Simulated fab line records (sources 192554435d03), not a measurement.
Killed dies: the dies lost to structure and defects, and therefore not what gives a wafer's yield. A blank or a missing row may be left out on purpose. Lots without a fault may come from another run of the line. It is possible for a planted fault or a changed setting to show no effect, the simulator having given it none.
Chamber matching    flow n5Finfet    N5_BEOL_M9_ETCH_76 on rieDiel-01: 4 sister chambers
The step etches underlayer in N2/H2, target depth 6.5 nm, time 5.2 s. 18 wafers are shown with their chamber, then 9 later ones without.

## WAFERS WITH THEIR CHAMBER
wafer   chamber  showerheadPlenumPTorr (Torr)  drypumpMotorCurrentA (A)  throttleValvePct (%)
L077.2  0        2.59                          6.3                       18.15
L077.3  2        2.68                          5.8                       17.53
L077.4  0        2.59                          6.3                       18.15
L078.1  2        2.68                          5.8                       17.55
L078.3  1        2.61                          5.8                       17.90
L078.6  3        2.56                          5.8                       17.80
L081.1  0        2.59                          6.3                       18.18
L081.2  1        2.61                          5.8                       17.91
L081.3  2        2.68                          5.9                       17.57
L081.4  3        2.56                          5.8                       17.81
L081.5  2        2.68                          5.8                       17.57
L081.6  3        2.56                          5.8                       17.83
L083.1  1        2.61                          5.8                       17.92
L083.2  2        2.68                          5.8                       17.57
L083.3  3        2.55                          5.8                       17.80
L084.1  2        2.68                          5.9                       17.57
L084.2  1        2.61                          5.8                       17.90
L084.3  3        2.55                          5.8                       17.84

SIGNATURES (means of the wafers above)
reading                chamber 0  chamber 1  chamber 2  chamber 3  scatter within a chamber
showerheadPlenumPTorr  2.5900     2.6100     2.6800     2.5560     0.00293
drypumpMotorCurrentA   6.300      5.800      5.833      5.800      0.0309
throttleValvePct       18.1600    17.9075    17.5600    17.8160    0.016
Rule: a wafer lies at a distance from a chamber equal to the root of the sum of squares, over the readings, of (its reading less the chamber's mean, divided by the reading's scatter). The wafer belongs to the nearest chamber; if the next one is less than 2 further off, it can't be placed. The scatter: take each reading less its chamber's mean, square it, sum over the shown wafers, divide by the number of wafers less the number of chambers, and take the root.

## WAFERS MISSING THEIR CHAMBER
wafer   showerheadPlenumPTorr (Torr)  drypumpMotorCurrentA (A)  throttleValvePct (%)
L084.4  2.68                          5.8                       17.58
L084.5  2.61                          5.8                       17.91
L084.6  2.55                          5.9                       17.85
L093.1  2.60                          5.8                       17.94
L093.3  2.58                          6.3                       18.21
L093.5  2.67                          5.8                       17.59
L095.2  2.67                          5.8                       17.59
L095.4  2.58                          6.3                       18.22
L095.5  2.67                          5.8                       17.58

## THE CHAMBER EACH PASSED THROUGH
wafer   from the rows above  in truth
L084.4  2                    2
L084.5  1                    1
L084.6  3                    3
L093.1  1                    1
L093.3  0                    0
L093.5  2                    2
L095.2  2                    2
L095.4  0                    0
L095.5  2                    2
Placed correctly: 9 of 9. Left unplaced by these rows: 0. 0 placed wrongly.
